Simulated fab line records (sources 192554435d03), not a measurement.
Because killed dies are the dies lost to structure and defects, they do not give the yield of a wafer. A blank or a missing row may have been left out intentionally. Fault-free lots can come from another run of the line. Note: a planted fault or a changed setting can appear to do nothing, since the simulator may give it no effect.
Which of the tools did it? ; flow n5-finfet ; 10 lots, 28 wafers sampled, at 5 steps of a route of 1938

WHAT EACH GAUGE READ, for each wafer
No reading from a measuring or inspecting step in the record can be judged against a usual standard deviation.

WHICH TOOL RAN EACH LOT (tool, then ch and the chambers of the sampled wafers, then the start)
lot;N5_BEOL_M7_ETCH_61;N5_PASSIVATION_PECVD_01;N5_PASSIVATION_PASS_ETCH_47;N5_PASSIVATION_ETCH_54;N5_PASSIVATION_PROBE_49
L928;rie-diel-04 ch 0,3, day 10 12:08;pecvd-02 ch 0,1,2, day 13 19:31;rie-diel-03 ch 0,2, day 14 00:05;rie-diel-03 ch 0,2, day 14 00:18;-
L929;rie-diel-02 ch 0,2,3, day 10 15:23;pecvd-04 ch 1,2, day 13 22:57;rie-diel-01 ch 0,1,2, day 14 05:05;rie-diel-01 ch 0,1,2, day 14 05:19;-
L935;rie-diel-05 ch 1,2,3, day 10 23:53;pecvd-03 ch 0,2, day 14 14:02;rie-diel-03 ch 0,2,3, day 14 18:29;rie-diel-03 ch 0,2,3, day 14 18:42;prober-01, day 14 21:29
L931;rie-diel-02 ch 0,3, day 11 00:08;pecvd-04 ch 0,2, day 14 13:45;rie-diel-01 ch 2,3, day 14 17:47;rie-diel-01 ch 2,3, day 14 18:01;-
L936;rie-diel-04 ch 1,3, day 11 03:27;pecvd-02 ch 1,2, day 14 10:21;rie-diel-06 ch 0,3, day 14 16:27;rie-diel-06 ch 0,3, day 14 16:41;-
L934;rie-diel-02 ch 0,2, day 11 07:53;pecvd-02 ch 0,2, day 15 00:08;rie-diel-01 ch 0,1, day 15 07:22;rie-diel-01 ch 0,1, day 15 07:36;-
L937;rie-diel-02 ch 1,2, day 12 11:21;pecvd-02 ch 1,2, day 15 17:41;rie-diel-06 ch 0,1,2, day 15 23:35;rie-diel-06 ch 0,1,2, day 15 23:49;-
L938;rie-diel-02 ch 0,1,2, day 12 11:37;pecvd-04 ch 1,2, day 15 10:46;rie-diel-01 ch 0,1,2, day 15 16:52;rie-diel-01 ch 0,1,2, day 15 17:05;-
L946;rie-diel-02 ch 0,1,3, day 14 11:34;pecvd-03 ch 2, day 17 16:58;rie-diel-06 ch 2,3, day 17 21:16;rie-diel-06 ch 2,3, day 17 21:30;prober-02, day 18 00:20
L949;rie-diel-04 ch 0,1,2, day 14 19:38;pecvd-03 ch 0,1,2, day 18 05:05;rie-diel-06 ch 0,3, day 18 10:45;rie-diel-06 ch 0,3, day 18 10:59;-
- N5_BEOL_M7_ETCH_61: etches SiARC in CF4, target depth 45.5 nm, time 75.8 s.
- N5_PASSIVATION_PECVD_01: deposits SiNx from SiH4/NH3/N2, target thk 200 nm, time 43.2 s.
- N5_PASSIVATION_PASS_ETCH_47: etches SiNx in CF4/O2, target depth 770 nm, time 385 s.
- N5_PASSIVATION_ETCH_54: etches SiO2 in CHF3/O2, target depth 880 nm, time 440 s.
- N5_PASSIVATION_PROBE_49

WHAT THE TOOLS THEMSELVES READ (means of the sampled wafers that have a number; where no wafer has one, the mark that the record gives instead)
N5_BEOL_M7_ETCH_61. Usual: bias-w 36.01 W, standard deviation 0.11; drypump-motor-current-A 5.63 A, standard deviation 0.29; etch-rf-on-time-s 77.0 s, standard deviation 2; mfc-ar-sccm 100.0 sccm, standard deviation 0.3; oes-product-au 0.69 a.u., standard deviation 0.091; rf-vpp-V 184.1 V, standard deviation 1.3; showerhead-plenum-p-Torr 2.14 Torr, standard deviation 0.069; throttle-valve-pct 15.56 %, standard deviation 0.27.
lot;tool;bias-w (W);drypump-motor-current-A (A);etch-rf-on-time-s (s);mfc-ar-sccm (sccm);oes-product-au (a.u.);rf-vpp-V (V);showerhead-plenum-p-Torr (Torr);throttle-valve-pct (%);flag
L928;rie-diel-04;35.94;5.56;77.0;100.0;0.60;183.0;2.06;15.97;
L929;rie-diel-02;35.88;5.47;76.6;100.0;0.74;183.6;2.11;15.50;
L935;rie-diel-05;36.02;5.75;76.2;99.9;0.71;185.4;2.19;15.49;
L931;rie-diel-02;35.99;5.35;78.0;99.9;0.67;182.8;2.06;15.70;
L936;rie-diel-04;35.86;5.71;77.7;99.8;0.59;184.1;2.12;15.79;
L934;rie-diel-02;35.98;5.49;77.2;99.7;0.71;183.9;2.12;15.48;
L937;rie-diel-02;36.06;5.71;76.2;99.7;0.79;185.0;2.19;15.21;
L938;rie-diel-02;36.03;5.60;76.7;100.1;0.73;183.8;2.14;15.39;
L946;rie-diel-02;36.06;5.55;77.2;100.2;0.69;183.8;2.10;15.54;
L949;rie-diel-04;36.07;5.78;77.8;100.1;0.63;184.1;2.14;15.67;

N5_PASSIVATION_PECVD_01. Usual: heater-power-w 358 W, standard deviation 110; showerhead-plenum-p-Torr 8.68 Torr, standard deviation 0.075; susceptor-temp-C 400.01 C, standard deviation 0.22; throttle-valve-pct 28.6 %, standard deviation 0.87.
lot;tool;heater-power-w (W);showerhead-plenum-p-Torr (Torr);susceptor-temp-C (C);throttle-valve-pct (%);flag
L928;pecvd-02;376;8.68;400.12;29.2;
L929;pecvd-04;400;8.66;400.09;28.3;
L935;pecvd-03;324;8.65;400.19;28.2;
L931;pecvd-04;428;8.74;399.75;28.9;
L936;pecvd-02;322;8.69;399.91;29.1;
L934;pecvd-02;226;8.73;399.77;28.8;
L937;pecvd-02;413;8.68;400.12;29.5;
L938;pecvd-04;366;8.65;400.19;28.3;
L946;pecvd-03;269;8.76;400.02;27.7;
L949;pecvd-03;352;8.68;400.05;27.9;

N5_PASSIVATION_PASS_ETCH_47. Usual: O2_flow_sccm 10.003 sccm, standard deviation 0.029; bias-w 49.00 W, standard deviation 0.13; drypump-motor-current-A 5.7 A, standard deviation 0.42; mfc-ar-sccm 100.0 sccm, standard deviation 0.31; oes_f_703_au 0.82 a.u., standard deviation 0.064; oes-product-au 0.81 a.u., standard deviation 0.062; rf-vpp-V 241 V, standard deviation 5.5; showerhead-plenum-p-Torr 2.17 Torr, standard deviation 0.064; throttle-valve-pct 15.82 %, standard deviation 0.18.
lot;tool;O2_flow_sccm (sccm);bias-w (W);drypump-motor-current-A (A);mfc-ar-sccm (sccm);oes_f_703_au (a.u.);oes-product-au (a.u.);rf-vpp-V (V);showerhead-plenum-p-Torr (Torr);throttle-valve-pct (%);flag
L928;rie-diel-03;9.999;48.86;5.4;100.2;0.75;0.76;246;2.17;15.85;
L929;rie-diel-01;9.989;48.96;5.7;99.9;0.86;0.86;239;2.16;15.85;
L935;rie-diel-03;10.012;49.07;5.6;99.9;0.77;0.77;241;2.21;15.92;
L931;rie-diel-01;9.999;49.07;6.0;100.2;0.79;0.80;239;2.13;15.66;
L936;rie-diel-06;10.027;49.12;5.8;99.9;0.81;0.81;239;2.13;15.77;
L934;rie-diel-01;9.995;49.13;5.6;99.9;0.89;0.86;238;2.16;15.84;
L937;rie-diel-06;10.025;49.01;5.5;100.3;0.82;0.81;244;2.16;15.84;
L938;rie-diel-01;9.993;49.06;5.6;100.1;0.84;0.84;238;2.15;15.89;
L946;rie-diel-06;10.015;48.93;5.6;99.6;0.83;0.83;243;2.17;15.93;
L949;rie-diel-06;10.016;48.99;5.9;99.9;0.80;0.80;238;2.13;15.85;

N5_PASSIVATION_ETCH_54. Usual: CHF3_flow_sccm 50.01 sccm, standard deviation 0.13; O2_flow_sccm 5.001 sccm, standard deviation 0.015; bias-w 170.0 W, standard deviation 0.5; drypump-motor-current-A 5.7 A, standard deviation 0.42; mfc-ar-sccm 200.0 sccm, standard deviation 0.59; oes_f_703_au 0.82 a.u., standard deviation 0.065; oes-product-au 0.81 a.u., standard deviation 0.061; rf-vpp-V 524 V, standard deviation 12; showerhead-plenum-p-Torr 2.38 Torr, standard deviation 0.074; throttle-valve-pct 18.78 %, standard deviation 0.2.
lot;tool;CHF3_flow_sccm (sccm);O2_flow_sccm (sccm);bias-w (W);drypump-motor-current-A (A);mfc-ar-sccm (sccm);oes_f_703_au (a.u.);oes-product-au (a.u.);rf-vpp-V (V);showerhead-plenum-p-Torr (Torr);throttle-valve-pct (%);flag
L928;rie-diel-03;50.06;4.988;170.4;5.4;199.3;0.75;0.76;535;2.39;18.88;
L929;rie-diel-01;50.06;4.989;170.2;5.7;199.4;0.86;0.86;521;2.36;18.84;
L935;rie-diel-03;50.08;4.992;169.7;5.6;200.8;0.77;0.77;526;2.42;18.93;
L931;rie-diel-01;49.93;4.997;169.5;6.0;199.3;0.78;0.79;520;2.33;18.62;
L936;rie-diel-06;49.95;4.988;169.4;5.8;200.2;0.81;0.81;520;2.34;18.73;
L934;rie-diel-01;49.83;4.983;170.2;5.5;199.9;0.88;0.86;519;2.36;18.83;
L937;rie-diel-06;50.19;5.010;169.7;5.5;200.2;0.82;0.82;530;2.36;18.78;
L938;rie-diel-01;50.04;4.990;170.3;5.6;199.8;0.84;0.84;520;2.35;18.86;
L946;rie-diel-06;49.94;5.001;170.0;5.6;200.2;0.83;0.83;527;2.37;18.90;
L949;rie-diel-06;49.95;5.008;170.2;5.9;199.9;0.80;0.80;519;2.33;18.79;

N5_PASSIVATION_PROBE_49. Usual: defect-limited-yield 91.2 %, standard deviation 1.6; killed_at_M0_to_M3 35, standard deviation 11; killed_at_M4_up 14, standard deviation 5.4; killed-at-contacts 13, standard deviation 6; killed-at-front-end 38, standard deviation 11; killed-at-other 3.4, standard deviation 2.6; killed-dies 104, standard deviation 19; killed-on-rim 13, standard deviation 3.9; killed-open 68, standard deviation 13; killed-short 34, standard deviation 8.5; sort_bin_5_function 5.1 %, standard deviation 1; sort_bin_6_memory 3.3 %, standard deviation 0.72; sort_bin_8_speed 0.1 %, standard deviation 0.9; sort-n-pass 1075, standard deviation 22; sort-yield-pct 91.1 %, standard deviation 1.9.
lot;tool;defect-limited-yield (%);killed_at_M0_to_M3;killed_at_M4_up;killed-at-contacts;killed-at-front-end;killed-at-other;killed-dies;killed-on-rim;killed-open;killed-short;sort_bin_5_function (%);sort_bin_6_memory (%);sort_bin_8_speed (%);sort-n-pass;sort-yield-pct (%);flag
L935;prober-01;91.6;36;8;9;44;1.7;99;13;64;31;5.1;2.8;0.0;1081;91.6;
L946;prober-02;89.3;45;35;16;27;2.7;126;16;76;28;6.3;3.7;0.0;1054;89.3;OFF

THE ANSWER, worked out from the rows above alone
Rule: lot off if the mean of its wafers having a number is beyond 3 standard deviations from the usual mean. Also off: a lot with no number at a reading for which 4 or more lots have one. All remaining lots with rows at the step are treated as sound. After the gauges, taken in route order, come the tools' own readings; for these a lot's mean is taken, as printed above. The first step at which some lot is off is used, and at that step the reading that is off furthest; a lot without a number counts as furthest.
Off at N5_PASSIVATION_PROBE_49 (killed_at_M4_up): L946. Neither off nor sound, because the step has no rows for them: L928, L929, L931, L936, L934, L937, L938, L949.
If a tool, at that step or one of the process steps before it, ran each lot that is off and ran no sound lot following the first of them, it fits. Can't be told from this: 4 tools fit, rie-diel-02 at N5_BEOL_M7_ETCH_61, pecvd-03 at N5_PASSIVATION_PECVD_01, rie-diel-06 at N5_PASSIVATION_PASS_ETCH_47 and N5_PASSIVATION_ETCH_54, prober-02 at N5_PASSIVATION_PROBE_49.

WHAT THE SIMULATOR PUT IN
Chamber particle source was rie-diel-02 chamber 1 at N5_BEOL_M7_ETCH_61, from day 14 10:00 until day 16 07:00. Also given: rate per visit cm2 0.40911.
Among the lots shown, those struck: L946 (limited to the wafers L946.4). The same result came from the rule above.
